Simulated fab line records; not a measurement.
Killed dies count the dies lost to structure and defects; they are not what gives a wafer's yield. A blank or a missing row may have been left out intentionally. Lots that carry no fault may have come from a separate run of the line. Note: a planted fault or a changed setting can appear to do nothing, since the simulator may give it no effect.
2 desks, one fault ; flow n5 finfet ; only its own numbers are on each desk; what lay behind them is given at the end

THE TOOL OWNER'S DESK: rie diel-05
The tool's own readings at N5_MOL_CONTACT_COAG_ETCHBACK_136 (etches SiO2 in CHF3, target depth 25 nm, time 16.7 s): means of the sampled wafers that have a number, for each lot that ran on this tool. Any lot whose mean is over 4 standard deviations away from the usual mean is out of limits and marked OUT; that distance is given in the brackets.
Columns: A = drypump motor current A at N5_MOL_CONTACT_COAG_ETCHBACK_136, usual 5.5 A; B = oes product au at N5_MOL_CONTACT_COAG_ETCHBACK_136, usual 0.81 a.u.; C = rf vpp V at N5_MOL_CONTACT_COAG_ETCHBACK_136, usual 522 V; D = showerhead plenum p Torr at N5_MOL_CONTACT_COAG_ETCHBACK_136, usual 2.36 Torr; E = throttle valve pct at N5_MOL_CONTACT_COAG_ETCHBACK_136, usual 18.74 %
lot;first seen here;A;B;C;D;E
L411;day 6 03:25;5.4;0.84;534;2.40;18.59
L420;day 8 11:31;5.3;0.91;518;2.34;18.72
L421;day 8 15:11;4.9;0.94;519;2.34;18.68
This desk's finding: nothing out of limits on any of the 3 lots.

THE METROLOGY DESK
Lot by lot, what the gauges showed, no matter which tool ran the lot: averages of those sampled wafers that carry a number. Any lot whose mean is over 4 standard deviations away from the usual mean is out of limits and marked OUT; that distance is given in the brackets. Shown here are 7 of its 10 readings, the ones lying furthest out on some lot.
Columns: A = DIBL_N at N5_BEOL_M4_RC_MEAS_101, usual 36.9 mV/V; B = IOFF_N at N5_BEOL_M4_RC_MEAS_101, usual 0.17 nA/um; C = ION_N at N5_BEOL_M4_RC_MEAS_101, usual 673 uA/um; D = ION_P at N5_BEOL_M4_RC_MEAS_101, usual 462 uA/um; E = SS_N at N5_BEOL_M4_RC_MEAS_101, usual 71.8 mV/dec; F = SS_P at N5_BEOL_M4_RC_MEAS_101, usual 73.6 mV/dec; G = VT_N at N5_BEOL_M4_RC_MEAS_101, usual 250 mV
lot;first seen here;A;B;C;D;E;F;G
L411;day 8 12:38;37.0;0.18;671;454;71.3;73.6;248
L420;day 11 02:17;34.4;0.15;663;458;71.9;72.9;253
L421;day 11 11:10;37.4;0.15;671;463;71.8;73.6;252
L427;day 12 19:58;37.7;0.20;680;462;72.3;74.1;247
This desk's finding: nothing out of limits on any of the 4 lots.

TAKEN TOGETHER
The tool owner's desk saw nothing out of limits.
Metrology desk: nothing out of limits seen.

WHAT THE SIMULATOR HAD PUT IN
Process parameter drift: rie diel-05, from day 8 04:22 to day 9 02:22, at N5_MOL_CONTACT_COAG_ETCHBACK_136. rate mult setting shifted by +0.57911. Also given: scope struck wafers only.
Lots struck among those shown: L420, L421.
